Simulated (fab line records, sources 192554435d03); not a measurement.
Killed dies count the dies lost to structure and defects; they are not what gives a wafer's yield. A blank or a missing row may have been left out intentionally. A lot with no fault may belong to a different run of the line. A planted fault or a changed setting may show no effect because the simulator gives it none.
Which tool was responsible? | flow n5 finfet | 9 lots with 26 wafers sampled at 5 steps, on a route of 1938 steps

WHAT EACH GAUGE READ, for each wafer
N5_BEOL_M4_RC_MEAS_101. Usual: DIBL_N 35.8 mV/V, standard deviation 1.8; DIBL_P 35.9 mV/V, standard deviation 2.2; IOFF_N 0.16 nA/um, standard deviation 0.035; IOFF_P 0.21 nA/um, standard deviation 0.04; ION_N 672 uA/um, standard deviation 11; ION_P 461 uA/um, standard deviation 7.4; SS_N 71.4 mV/dec, standard deviation 0.64; SS_P 73.2 mV/dec, standard deviation 0.67; VT_N 250 mV, standard deviation 3.5; VT_P -251 mV, standard deviation 3.4.
lot  | measured     | on        | DIBL_N (mV/V)  | DIBL_P (mV/V)  | IOFF_N (nA/um) | IOFF_P (nA/um) | ION_N (uA/um) | ION_P (uA/um) | SS_N (mV/dec)  | SS_P (mV/dec)  | VT_N (mV)   | VT_P (mV)      | flag
L232 | day 7 19:40  | prober-02 | 35.0 35.8 35.0 | 34.4 36.3 35.2 | 0.15 0.17 0.15 | 0.16 0.19 0.17 | 664 691 671   | 450 467 459   | 71.5 72.1 72.0 | 73.0 73.8 72.7 | 250 248 248 | -254 -252 -252 |
L235 | day 8 15:26  | prober-02 | 36.6 32.9 34.7 | 36.8 32.4 33.6 | 0.18 0.12 0.14 | 0.25 0.18 0.18 | 683 659 665   | 471 458 454   | 72.0 70.8 71.4 | 73.6 72.4 72.8 | 245 255 249 | -246 -251 -250 |
L240 | day 9 22:04  | prober-02 | 36.3 38.0 36.0 | 36.0 39.9 36.2 | 0.15 0.19 0.15 | 0.18 0.26 0.19 | 663 677 667   | 455 462 458   | 71.7 71.8 71.1 | 73.6 74.1 73.6 | 251 249 249 | -253 -249 -251 |
L243 | day 10 22:46 | prober-02 | 35.6 38.5 37.0 | 35.6 39.2 37.5 | 0.14 0.19 0.18 | 0.18 0.24 0.21 | 674 682 685   | 455 459 465   | 71.6 72.2 72.7 | 73.2 73.4 73.6 | 249 249 249 | -251 -249 -250 |
L244 | day 11 11:12 | prober-02 | 34.3 34.8      | 33.5 35.5      | 0.12 0.14      | 0.17 0.20      | 665 667       | 457 463       | 70.7 70.3      | 73.1 72.8      | 254 252     | -252 -248      |
L248 | day 12 01:48 | prober-02 | 31.7 34.5 33.8 | 31.2 35.6 34.5 | 0.09 0.13 0.12 | 0.13 0.19 0.18 | 654 667 667   | 456 461 469   | 70.2 70.7 70.6 | 71.9 73.1 72.2 | 258 251 251 | -256 -251 -251 |
L249 | day 12 09:31 | prober-01 | 37.6 36.7 35.9 | 37.8 36.8 36.1 | 0.17 0.15 0.14 | 0.19 0.17 0.17 | 671 668 660   | 444 446 448   | 72.1 72.0 71.8 | 73.8 73.5 73.5 | 251 252 253 | -257 -256 -256 |
L254 | day 13 21:09 | prober-02 | 35.9 35.5 35.3 | 34.6 34.3 33.3 | 0.14 0.14 0.12 | 0.20 0.20 0.19 | 676 683 669   | 467 466 464   | 70.8 71.0 70.5 | 73.0 72.3 72.7 | 249 249 254 | -252 -251 -252 |
L255 | day 13 23:44 | prober-02 | 34.4 35.2 32.4 | 33.0 34.1 30.8 | 0.11 0.12 0.09 | 0.17 0.18 0.14 | 659 658 653   | 459 459 453   | 70.6 71.7 70.3 | 72.5 72.9 71.6 | 255 255 257 | -251 -253 -255 |

TOOL THAT RAN EACH LOT (tool first, then ch and the chambers of the sampled wafers, then the start)
lot  | N5_BEOL_M0_CUTY_ETCH_62            | N5_BEOL_M0_ALD_136                  | N5_BEOL_M0_SPUTTER_116       | N5_BEOL_M0_ANNEAL_133
L232 | rie diel-02 ch 0,2,3, day 5 18:38  | ald metal-03 ch 1,2,3, day 5 23:23  | pvd sputter-03, day 6 00:01  | pvd sputter-03, day 6 00:13
L235 | rie diel-04 ch 0,1,3, day 6 11:57  | ald metal-04 ch 0,1,3, day 6 14:41  | pvd sputter-02, day 6 16:39  | pvd sputter-02, day 6 16:51
L240 | rie diel-04 ch 0,1,2, day 7 21:17  | ald metal-03 ch 0,3, day 8 00:00    | pvd sputter-03, day 8 00:46  | pvd sputter-03, day 8 00:58
L243 | rie diel-04 ch 0,1,2, day 8 16:57  | ald metal-03 ch 0,1, day 8 18:24    | pvd sputter-02, day 8 18:49  | pvd sputter-02, day 8 19:01
L244 | rie diel-02 ch 0,1, day 9 01:39    | ald metal-03 ch 2,3, day 9 05:23    | pvd sputter-01, day 9 06:19  | pvd sputter-01, day 9 06:31
L248 | rie diel-04 ch 1,2, day 9 21:35    | ald metal-01 ch 0,3, day 9 22:52    | pvd sputter-03, day 9 23:17  | pvd sputter-03, day 9 23:29
L249 | rie diel-04 ch 0,1,3, day 10 01:13 | ald metal-04 ch 0,1,3, day 10 07:28 | pvd sputter-02, day 10 08:38 | pvd sputter-02, day 10 08:50
L254 | rie diel-02 ch 1,2, day 11 09:05   | ald metal-03 ch 2,3, day 11 10:49   | pvd sputter-02, day 11 11:25 | pvd sputter-02, day 11 11:37
L255 | rie diel-02 ch 1,2, day 11 11:04   | ald metal-03 ch 1,2,3, day 11 12:45 | pvd sputter-03, day 11 14:26 | pvd sputter-03, day 11 14:38
- N5_BEOL_M0_CUTY_ETCH_62: etches SiARC in CF4, time 58.5 s.
- N5_BEOL_M0_ALD_136: deposits TaN, pulse time 2 s, purge time 3 s, co reactant purge time 2 s.
- N5_BEOL_M0_SPUTTER_116: material Cu, target thk 4 nm, time 7.37 s.
- N5_BEOL_M0_ANNEAL_133: time 60 s.

AS READ BY THE TOOLS THEMSELVES (means over the sampled wafers that have a number; for cases with no such wafer, the mark the record gives instead)
N5_BEOL_M0_CUTY_ETCH_62. Usual: drypump motor current A 5.6 A (standard deviation 0.41); etch rf on time s 58.5 s (standard deviation 1); oes product au 0.69 a.u. (standard deviation 0.072); rf fwd power W 537 W (standard deviation 3); rf vpp V 184.3 V (standard deviation 1.2); showerhead plenum p Torr 2.16 Torr (standard deviation 0.067); throttle valve pct 15.49 % (standard deviation 0.21).
lot  | tool        | drypump motor current A (A) | etch rf on time s (s) | oes product au (a.u.) | rf fwd power W (W) | rf vpp V (V) | showerhead plenum p Torr (Torr) | throttle valve pct (%) | flag
L232 | rie diel-02 | 5.8                         | 59.1                  | 0.71                  | 536                | 183.8        | 2.11                            | 15.48                  |
L235 | rie diel-04 | 5.4                         | 58.3                  | 0.68                  | 537                | 184.4        | 2.17                            | 15.39                  |
L240 | rie diel-04 | 5.7                         | 58.1                  | 0.70                  | 537                | 184.5        | 2.15                            | 15.43                  |
L243 | rie diel-04 | 5.7                         | 58.4                  | 0.69                  | 538                | 183.1        | 2.15                            | 15.45                  |
L244 | rie diel-02 | 5.4                         | 58.6                  | 0.72                  | 540                | 184.8        | 2.17                            | 15.50                  |
L248 | rie diel-04 | 5.6                         | 57.6                  | 0.68                  | 538                | 184.3        | 2.18                            | 15.56                  |
L249 | rie diel-04 | 5.4                         | 58.4                  | 0.72                  | 537                | 183.8        | 2.16                            | 15.29                  |
L254 | rie diel-02 | 5.8                         | 59.0                  | 0.70                  | 538                | 184.3        | 2.14                            | 15.57                  |
L255 | rie diel-02 | 5.8                         | 58.8                  | 0.70                  | 538                | 184.3        | 2.14                            | 15.57                  |

N5_BEOL_M0_ALD_136. Usual: heater power w 429 W, standard deviation 39; precursor vessel carrier sccm 1000 sccm, standard deviation 3; precursor vessel pressure torr 26.25 Torr, standard deviation 0.049.
lot  | tool         | heater power w (W) | precursor vessel carrier sccm (sccm) | precursor vessel pressure torr (Torr) | flag
L232 | ald metal-03 | 440                | 1001                                 | 26.29                                 |
L235 | ald metal-04 | 399                | 1004                                 | 26.27                                 |
L240 | ald metal-03 | 425                | 1001                                 | 26.22                                 |
L243 | ald metal-03 | 378                | 1002                                 | 26.23                                 |
L244 | ald metal-03 | 470                | 1002                                 | 26.22                                 |
L248 | ald metal-01 | 434                | 1004                                 | 26.19                                 |
L249 | ald metal-04 | 397                | 1001                                 | 26.25                                 |
L254 | ald metal-03 | 463                | 1000                                 | 26.20                                 |
L255 | ald metal-03 | 433                | 999                                  | 26.22                                 |

N5_BEOL_M0_SPUTTER_116. Usual: throttle valve pct reads 29.6 % (standard deviation 1.1).
lot  | tool           | throttle valve pct (%) | flag
L232 | pvd sputter-03 | 29.4                   |
L235 | pvd sputter-02 | 29.8                   |
L240 | pvd sputter-03 | 29.5                   |
L243 | pvd sputter-02 | 30.5                   |
L244 | pvd sputter-01 | 29.2                   |
L248 | pvd sputter-03 | 28.8                   |
L249 | pvd sputter-02 | 30.2                   |
L254 | pvd sputter-02 | 30.3                   |
L255 | pvd sputter-03 | 30.1                   |

N5_BEOL_M0_ANNEAL_133. Usual: heater power w reads 831 W (standard deviation 65).
lot  | tool           | heater power w (W) | flag
L232 | pvd sputter-03 | 877                |
L235 | pvd sputter-02 | 823                |
L240 | pvd sputter-03 | 888                |
L243 | pvd sputter-02 | 796                |
L244 | pvd sputter-01 | 806                |
L248 | pvd sputter-03 | 818                |
L249 | pvd sputter-02 | 811                |
L254 | pvd sputter-02 | 829                |
L255 | pvd sputter-03 | 920                |

THE ANSWER, worked out from the rows above alone
Rule: take the mean of a lot's wafers that have a number; if it is more than 3 standard deviations from the usual mean, the lot is off. Also off: a lot with no number at a reading for which 4 or more lots have one. All remaining lots with rows at the step are treated as sound. The gauges are gone through in route order, then the tools' own readings, and for those a lot's mean is taken as printed above. The first step at which some lot is off is used, and at that step the reading that is off furthest; a lot without a number counts as furthest.
Across all readings shown, no lot is off: no conclusion can be drawn from this.

WHAT THE SIMULATOR HAD PUT IN
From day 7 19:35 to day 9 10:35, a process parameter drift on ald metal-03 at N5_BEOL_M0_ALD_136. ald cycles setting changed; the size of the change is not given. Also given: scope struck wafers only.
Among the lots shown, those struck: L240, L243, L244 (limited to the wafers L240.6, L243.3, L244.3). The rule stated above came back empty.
